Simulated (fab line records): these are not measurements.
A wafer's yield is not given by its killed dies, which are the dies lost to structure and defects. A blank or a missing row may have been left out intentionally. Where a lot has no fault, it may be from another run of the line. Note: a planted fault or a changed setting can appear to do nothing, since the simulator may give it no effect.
Chamber matching || flow n5-finfet || rie-diel-02 running N5_FIN_CUT_ETCH_30: 4 sister chambers
The step etches underlayer in N2/H2, target depth 13 nm, time 10.4 s. 18 wafers are shown with their chamber, then 9 later ones without.

WAFERS PAIRED WITH THEIR CHAMBERS
{"wafer": "L074.2", "chamber": 2, "drypump-motor-current-A (A)": 6.4, "showerhead-plenum-p-Torr (Torr)": 2.51, "throttle-valve-pct (%)": 18.09}
{"wafer": "L074.3", "chamber": 3, "drypump-motor-current-A (A)": 6.2, "showerhead-plenum-p-Torr (Torr)": 2.44, "throttle-valve-pct (%)": 18.03}
{"wafer": "L074.6", "chamber": 3, "drypump-motor-current-A (A)": 6.2, "showerhead-plenum-p-Torr (Torr)": 2.44, "throttle-valve-pct (%)": 18.03}
{"wafer": "L077.1", "chamber": 1, "drypump-motor-current-A (A)": 5.2, "showerhead-plenum-p-Torr (Torr)": 2.43, "throttle-valve-pct (%)": 18.12}
{"wafer": "L077.5", "chamber": 0, "drypump-motor-current-A (A)": 5.6, "showerhead-plenum-p-Torr (Torr)": 2.50, "throttle-valve-pct (%)": 17.90}
{"wafer": "L077.6", "chamber": 3, "drypump-motor-current-A (A)": 6.2, "showerhead-plenum-p-Torr (Torr)": 2.44, "throttle-valve-pct (%)": 18.06}
{"wafer": "L078.1", "chamber": 3, "drypump-motor-current-A (A)": 6.2, "showerhead-plenum-p-Torr (Torr)": 2.44, "throttle-valve-pct (%)": 18.05}
{"wafer": "L078.3", "chamber": 1, "drypump-motor-current-A (A)": 5.2, "showerhead-plenum-p-Torr (Torr)": 2.43, "throttle-valve-pct (%)": 18.11}
{"wafer": "L078.6", "chamber": 3, "drypump-motor-current-A (A)": 6.2, "showerhead-plenum-p-Torr (Torr)": 2.44, "throttle-valve-pct (%)": 18.05}
{"wafer": "L081.2", "chamber": 3, "drypump-motor-current-A (A)": 6.2, "showerhead-plenum-p-Torr (Torr)": 2.44, "throttle-valve-pct (%)": 18.04}
{"wafer": "L081.4", "chamber": 0, "drypump-motor-current-A (A)": 5.6, "showerhead-plenum-p-Torr (Torr)": 2.50, "throttle-valve-pct (%)": 17.91}
{"wafer": "L081.5", "chamber": 3, "drypump-motor-current-A (A)": 6.2, "showerhead-plenum-p-Torr (Torr)": 2.44, "throttle-valve-pct (%)": 18.03}
{"wafer": "L083.3", "chamber": 2, "drypump-motor-current-A (A)": 6.4, "showerhead-plenum-p-Torr (Torr)": 2.50, "throttle-valve-pct (%)": 18.12}
{"wafer": "L083.5", "chamber": 2, "drypump-motor-current-A (A)": 6.5, "showerhead-plenum-p-Torr (Torr)": 2.50, "throttle-valve-pct (%)": 18.13}
{"wafer": "L083.6", "chamber": 1, "drypump-motor-current-A (A)": 5.2, "showerhead-plenum-p-Torr (Torr)": 2.43, "throttle-valve-pct (%)": 18.12}
{"wafer": "L085.3", "chamber": 2, "drypump-motor-current-A (A)": 6.4, "showerhead-plenum-p-Torr (Torr)": 2.50, "throttle-valve-pct (%)": 18.15}
{"wafer": "L085.4", "chamber": 1, "drypump-motor-current-A (A)": 5.2, "showerhead-plenum-p-Torr (Torr)": 2.42, "throttle-valve-pct (%)": 18.15}
{"wafer": "L085.5", "chamber": 3, "drypump-motor-current-A (A)": 6.2, "showerhead-plenum-p-Torr (Torr)": 2.43, "throttle-valve-pct (%)": 18.08}

SIGNATURES (averages over the wafers above)
{"reading": "drypump-motor-current-A", "chamber 0": 5.600, "chamber 1": 5.200, "chamber 2": 6.425, "chamber 3": 6.200, "scatter within a chamber": 0.0231}
{"reading": "showerhead-plenum-p-Torr", "chamber 0": 2.5000, "chamber 1": 2.4275, "chamber 2": 2.5025, "chamber 3": 2.4387, "scatter within a chamber": 0.00412}
{"reading": "throttle-valve-pct", "chamber 0": 17.9050, "chamber 1": 18.1250, "chamber 2": 18.1225, "chamber 3": 18.0463, "scatter within a chamber": 0.0189}
Rule: a wafer's distance from a chamber is the root of the sum, over the readings, of the square of ((its reading less the chamber's mean) divided by the reading's scatter). The wafer belongs to the nearest chamber; if the next one is less than 2 further off, it can't be placed. The scatter: take each reading less its chamber's mean, square it, sum over the shown wafers, divide by the number of wafers less the number of chambers, and take the root.

WAFERS WITHOUT THEIR CHAMBER
{"wafer": "L091.2", "drypump-motor-current-A (A)": 5.6, "showerhead-plenum-p-Torr (Torr)": 2.49, "throttle-valve-pct (%)": 17.54}
{"wafer": "L091.4", "drypump-motor-current-A (A)": 6.4, "showerhead-plenum-p-Torr (Torr)": 2.50, "throttle-valve-pct (%)": 18.17}
{"wafer": "L091.6", "drypump-motor-current-A (A)": 6.2, "showerhead-plenum-p-Torr (Torr)": 2.43, "throttle-valve-pct (%)": 18.09}
{"wafer": "L092.4", "drypump-motor-current-A (A)": 5.2, "showerhead-plenum-p-Torr (Torr)": 2.42, "throttle-valve-pct (%)": 18.16}
{"wafer": "L092.5", "drypump-motor-current-A (A)": 5.6, "showerhead-plenum-p-Torr (Torr)": 2.49, "throttle-valve-pct (%)": 17.54}
{"wafer": "L092.6", "drypump-motor-current-A (A)": 5.2, "showerhead-plenum-p-Torr (Torr)": 2.42, "throttle-valve-pct (%)": 18.16}
{"wafer": "L093.1", "drypump-motor-current-A (A)": 6.5, "showerhead-plenum-p-Torr (Torr)": 2.49, "throttle-valve-pct (%)": 18.17}
{"wafer": "L093.5", "drypump-motor-current-A (A)": 6.5, "showerhead-plenum-p-Torr (Torr)": 2.49, "throttle-valve-pct (%)": 18.16}
{"wafer": "L093.6", "drypump-motor-current-A (A)": 5.2, "showerhead-plenum-p-Torr (Torr)": 2.42, "throttle-valve-pct (%)": 18.16}

EACH ONE'S CHAMBER
{"wafer": "L091.2", "from the rows above": 0, "in truth": 0}
{"wafer": "L091.4", "from the rows above": 2, "in truth": 2}
{"wafer": "L091.6", "from the rows above": 3, "in truth": 3}
{"wafer": "L092.4", "from the rows above": 1, "in truth": 1}
{"wafer": "L092.5", "from the rows above": 0, "in truth": 0}
{"wafer": "L092.6", "from the rows above": 1, "in truth": 1}
{"wafer": "L093.1", "from the rows above": 2, "in truth": 2}
{"wafer": "L093.5", "from the rows above": 2, "in truth": 2}
{"wafer": "L093.6", "from the rows above": 1, "in truth": 1}
Placed correctly: 9 of 9. Left unplaced by these rows: 0. Wrongly placed: 0.
